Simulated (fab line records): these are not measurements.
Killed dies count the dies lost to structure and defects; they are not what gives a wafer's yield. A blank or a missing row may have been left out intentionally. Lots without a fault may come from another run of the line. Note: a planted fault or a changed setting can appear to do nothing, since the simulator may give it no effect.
Which of the tools did it? | flow nand-harc | 33 wafers from 11 lots sampled at 6 of the route's 1302 steps

== WHAT EACH GAUGE READ, for each wafer ==
NHARC_A_CONTACT_CD_MEAS_42: target cd 300 nm.
lot  | measured     | on        | cd-nm (nm)
L404 | day 22 03:33 | cd-sem-01 | 299.4 300.9 299.9
L408 | day 23 08:40 | cd-sem-03 | 299.8 300.8 300.1
L411 | day 24 19:40 | cd-sem-02 | 301.3 300.3 300.8
L412 | day 25 08:58 | cd-sem-03 | 300.7 300.0 299.8
L413 | day 27 02:51 | cd-sem-02 | 325.5 325.8 325.6
L420 | day 27 12:47 | cd-sem-02 | 300.1 299.9 300.3
L418 | day 27 13:02 | cd-sem-01 | 321.1 320.8 320.9
L422 | day 29 00:25 | cd-sem-02 | 299.6 299.8 299.4
L421 | day 29 00:38 | cd-sem-01 | 300.1 300.0 300.1
L423 | day 30 02:08 | cd-sem-02 | 300.3 299.6 300.4
L426 | day 31 01:59 | cd-sem-01 | 299.7 299.2 300.0

NHARC_END_SORT_01.
lot  | measured     | on        | killed-at-array | killed-at-other | killed-at-periphery | killed-dies | killed-open | killed-short
L426 | day 34 12:46 | prober-01 | 31 41 35        | 0 2 2           | 1 9 3               | 32 52 40    | 4 4 0       | 0 5 1

== TOOL THAT RAN EACH LOT (tool first, then ch and the chambers of the sampled wafers, then the start) ==
lot  | NHARC_A_CONTACT_DEP_29          | NHARC_A_CONTACT_EXPOSE_39          | NHARC_A_CONTACT_ETCH_49                       | NHARC_A_CONTACT_ETCH_51
L404 | pecvd-04 ch 0,1,2, day 22 02:54 | arfi-scanner-02 ch 0, day 22 03:25 | rie-diel-01 ch 0,1, no start                  | rie-diel-01 ch 0,1,2, no start
L408 | pecvd-01 ch 0,2, day 23 08:04   | arfi-scanner-03 ch 0, day 23 08:32 | rie-diel-08 ch 1,2, no start                  | rie-diel-08 ch 0,1,2, no start
L411 | pecvd-02 ch 0,1,2, day 24 19:04 | arfi-scanner-03 ch 0, day 24 19:31 | rie-diel-01 ch 0,1, no start                  | rie-diel-01 ch 0,3, no start
L412 | pecvd-02 ch 0,2, day 25 08:16   | arfi-scanner-02 ch 0, day 25 08:50 | rie-diel-08 ch 1,2,3, no start                | rie-diel-08 ch 0,1, no start
L413 | pecvd-01 ch 1,2, day 27 02:07   | arfi-scanner-02 ch 0, day 27 02:43 | rie-diel-10 ch 1,2, no start                  | rie-diel-10 ch 2,3, no start
L420 | pecvd-01 ch 0,2, day 27 12:04   | arfi-scanner-03 ch 0, day 27 12:39 | rie-diel-10 ch 0,1,3, no start                | rie-diel-10 ch 0,1,3, no start
L418 | pecvd-02 ch 0,1,2, day 27 12:19 | arfi-scanner-02 ch 0, day 27 12:53 | rie-diel-01 ch 2,3, no start                  | rie-diel-01 ch 1,2,3, no start
L422 | pecvd-01 ch 0,1,2, day 28 23:47 | arfi-scanner-01 ch 0, day 29 00:17 | rie-diel-01 ch 0,3, no start                  | rie-diel-01 ch 0,1,2, no start
L421 | pecvd-01 ch 0,1,2, day 29 00:03 | arfi-scanner-01 ch 0, day 29 00:31 | rie-diel-10 ch 0,1,2, no start                | rie-diel-10 ch 1,2,3, no start
L423 | pecvd-04 ch 0,2, day 30 01:31   | arfi-scanner-01 ch 0, day 30 01:59 | rie-diel-01 ch 1,2, no start                  | rie-diel-01 ch 1,3, no start
L426 | pecvd-04 ch 0,2, day 31 01:25   | arfi-scanner-01 ch 0, day 31 01:52 | rie-diel-01 ch 0,2,3, day 34 12:46 or earlier | rie-diel-01 ch 0,1,3, day 34 12:46 or earlier
- NHARC_A_CONTACT_DEP_29: deposits SiON, target thk 100 nm.
- NHARC_A_CONTACT_EXPOSE_39: exposes mask A CC 3.
- NHARC_A_CONTACT_ETCH_49: etches the open film in N2/H2, target depth 260 nm, time 475.3 s.
- NHARC_A_CONTACT_ETCH_51: etches the open film in O2/COS, target depth 7000 nm, time 1820 s.

== AS READ BY THE TOOLS THEMSELVES (means over the sampled wafers that have a number; for cases with no such wafer, the mark the record gives instead) ==
NHARC_A_CONTACT_DEP_29.
lot  | tool     | heater-power-w (W) | rf-fwd-power-W (W)
L404 | pecvd-04 | 732                | 348.6
L408 | pecvd-01 | 745                | 348.1
L411 | pecvd-02 | 709                | 348.0
L412 | pecvd-02 | 783                | 348.2
L413 | pecvd-01 | 681                | 348.4
L420 | pecvd-01 | 702                | 348.3
L418 | pecvd-02 | 717                | 348.2
L422 | pecvd-01 | 635                | 348.4
L421 | pecvd-01 | 707                | 348.4
L423 | pecvd-04 | 620                | 349.9
L426 | pecvd-04 | 637                | 348.1

NHARC_A_CONTACT_EXPOSE_39.
lot  | tool            | exposure-dose-mJ-cm2
L404 | arfi-scanner-02 | 58.83
L408 | arfi-scanner-03 | 58.82
L411 | arfi-scanner-03 | 58.83
L412 | arfi-scanner-02 | 58.76
L413 | arfi-scanner-02 | 91.05
L420 | arfi-scanner-03 | 58.83
L418 | arfi-scanner-02 | 85.12
L422 | arfi-scanner-01 | 58.85
L421 | arfi-scanner-01 | 58.72
L423 | arfi-scanner-01 | 58.75
L426 | arfi-scanner-01 | 58.81

NHARC_A_CONTACT_ETCH_49.
lot  | tool        | drypump-motor-current-A (A) | h2-flow-sccm (sccm) | oes-product-au (a.u.) | rf-fwd-power-W (W) | rf-vpp-V (V) | showerhead-plenum-p-Torr (Torr) | throttle-valve-pct (%)
L404 | rie-diel-01 | 5.8                         | 150.2               | 1.004                 | 399.5              | 429.5        | 2.00                            | 14.171
L408 | rie-diel-08 | 6.6                         | 149.7               | 1.011                 | 399.9              | 430.8        | 2.03                            | 14.178
L411 | rie-diel-01 | 6.1                         | 150.0               | 1.008                 | 400.2              | 429.9        | 2.02                            | 14.167
L412 | rie-diel-08 | 6.3                         | 150.0               | 1.001                 | 399.9              | 429.9        | 2.01                            | 14.168
L413 | rie-diel-10 | 5.4                         | 149.9               | 0.992                 | 397.9              | 431.4        | 2.10                            | 14.178
L420 | rie-diel-10 | 5.4                         | 150.1               | 0.998                 | 399.4              | 428.1        | 1.96                            | 14.170
L418 | rie-diel-01 | 5.7                         | 150.0               | 0.997                 | 399.2              | 428.0        | 1.96                            | 14.166
L422 | rie-diel-01 | 5.5                         | 150.3               | 0.998                 | 401.1              | 428.9        | 1.98                            | 14.170
L421 | rie-diel-10 | 5.5                         | 150.0               | 0.993                 | 399.9              | 431.3        | 2.06                            | 14.166
L423 | rie-diel-01 | 6.0                         | 149.7               | 1.005                 | 398.3              | 428.0        | 1.97                            | 14.176
L426 | rie-diel-01 | 5.6                         | 149.8               | 1.006                 | 398.5              | 427.7        | 1.97                            | 14.171

NHARC_A_CONTACT_ETCH_51.
lot  | tool        | drypump-motor-current-A (A) | oes-product-au (a.u.) | rf-fwd-power-W (W) | rf-vpp-V (V) | showerhead-plenum-p-Torr (Torr) | throttle-valve-pct (%)
L404 | rie-diel-01 | 5.9                         | 0.998                 | 499.7              | 312.6        | 3.05                            | 28.327
L408 | rie-diel-08 | 6.3                         | 1.003                 | 499.3              | 314.6        | 3.19                            | 28.324
L411 | rie-diel-01 | 5.5                         | 1.005                 | 499.7              | 313.2        | 3.04                            | 28.330
L412 | rie-diel-08 | 6.2                         | 0.998                 | 499.1              | 315.7        | 3.20                            | 28.336
L413 | rie-diel-10 | 5.5                         | 1.010                 | 499.2              | 313.8        | 3.08                            | 28.332
L420 | rie-diel-10 | 5.4                         | 0.995                 | 500.6              | 313.4        | 3.01                            | 28.328
L418 | rie-diel-01 | 5.9                         | 0.998                 | 500.7              | 313.4        | 3.06                            | 28.329
L422 | rie-diel-01 | 5.9                         | 1.003                 | 499.9              | 313.0        | 3.04                            | 28.332
L421 | rie-diel-10 | 5.5                         | 0.999                 | 501.3              | 314.1        | 3.13                            | 28.332
L423 | rie-diel-01 | 6.0                         | 1.018                 | 499.7              | 313.9        | 3.11                            | 28.327
L426 | rie-diel-01 | 5.7                         | 1.014                 | 499.7              | 312.6        | 3.07                            | 28.324

== THE ANSWER, worked out from the rows above alone ==
Rule: the lots themselves supply what counts as usual. The widest of any qualifying gaps counts: lots, ordered by their means at a reading, are off when they make up no more than a third of the lots, leave a main group of 4 or more, and stand apart from it by 3 or more times the standard deviation of that group's means. The tables above print the reading to a certain number of digits; a main group whose means all agree to those digits is not used. A lot without any number at a reading at which 4 lots or more have one is off too. Any other lot the step has rows for is counted as sound. After the gauges, taken in route order, come the tools' own readings; for these a lot's mean is taken, as printed above. The first step at which some lot is off is used, and at that step the reading that is off furthest; a lot without a number counts as furthest.
Off at NHARC_A_CONTACT_CD_MEAS_42 (cd-nm): L413, L418. For the main group the mean is 300.1 nm and the standard deviation 0.33.
A tool fits if, at a process step before that reading, it ran every lot that is off, and no sound lot after the first of them. Not tried: the gauges at NHARC_A_CONTACT_CD_MEAS_42; whatever is off there is also off at NHARC_A_CONTACT_EXPOSE_39, on other tools, and gauge error can't account for it. One fits: NHARC_A_CONTACT_EXPOSE_39 on arfi-scanner-02. Its last sound lot is L412 (day 25 08:50), its first lot that is off L413 (day 27 02:43): a fault that began between those two fits.
The tool's own readings at NHARC_A_CONTACT_EXPOSE_39 bear it out: on the lots that are off they differ by more than 5 times the standard deviation of the sound lots' means. exposure-dose-mJ-cm2 reads 88.09 there against 58.80 on the sound lots.

== WHAT WAS PUT IN BY THE SIMULATOR ==
Process parameter drift: arfi-scanner-02, from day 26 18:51 on, at NHARC_A_CONTACT_EXPOSE_39. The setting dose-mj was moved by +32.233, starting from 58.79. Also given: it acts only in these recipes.
Lots struck among those shown: L413, L418. The same result came from the rule above.
